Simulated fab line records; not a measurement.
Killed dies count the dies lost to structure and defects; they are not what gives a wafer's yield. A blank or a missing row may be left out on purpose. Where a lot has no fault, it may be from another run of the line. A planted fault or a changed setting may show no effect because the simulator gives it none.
Matching of chambers | flow n5_finfet | N5_SDB_DESCUM_16 on rie_diel-05 has 4 sister chambers
The step chemistry O2, time 7.9 s. 8 wafers are shown with their chamber, then 8 later ones without.

WAFERS WITH THEIR CHAMBER
wafer  | chamber | drypump_motor_current_A (A) | showerhead_plenum_p_Torr (Torr)
L076.3 | 0       | 5.5                         | 2.11
L077.4 | 1       | 5.8                         | 2.07
L083.4 | 3       | 5.6                         | 2.17
L083.6 | 2       | 5.2                         | 2.03
L084.1 | 3       | 5.7                         | 2.17
L084.5 | 1       | 5.8                         | 2.06
L084.6 | 2       | 5.2                         | 2.03
L089.1 | 0       | 5.5                         | 2.10

WAFERS MISSING THEIR CHAMBER
wafer  | drypump_motor_current_A (A) | showerhead_plenum_p_Torr (Torr)
L089.3 | 5.6                         | 2.16
L089.6 | 5.5                         | 2.10
L093.1 | 5.2                         | 2.03
L093.4 | 5.6                         | 2.16
L093.5 | 5.8                         | 2.06
L096.1 | 5.8                         | 2.05
L096.5 | 5.2                         | 2.02
L096.6 | 5.8                         | 2.05

CHAMBER TAKEN BY EACH
wafer  | from the rows above | in truth
L089.3 | 3                   | 3
L089.6 | 0                   | 0
L093.1 | 2                   | 2
L093.4 | 3                   | 3
L093.5 | 1                   | 1
L096.1 | 1                   | 1
L096.5 | 2                   | 2
L096.6 | 1                   | 1
Placed correctly: 8 of 8. Number that these rows cannot place: 0. Number placed wrongly: 0.
How it was worked out, from the rows above alone: a wafer's distance from a chamber is the root of the sum, over the readings, of the square of ((its reading less the chamber's mean) divided by the reading's scatter). If the next closest chamber is less than 2 further off than the closest, the wafer can't be placed; otherwise it belongs to the closest. For every chamber, the mean is computed from those of its wafers that are shown. The scatter: take each reading less its chamber's mean, square it, sum over the shown wafers, divide by the number of wafers less the number of chambers, and take the root.
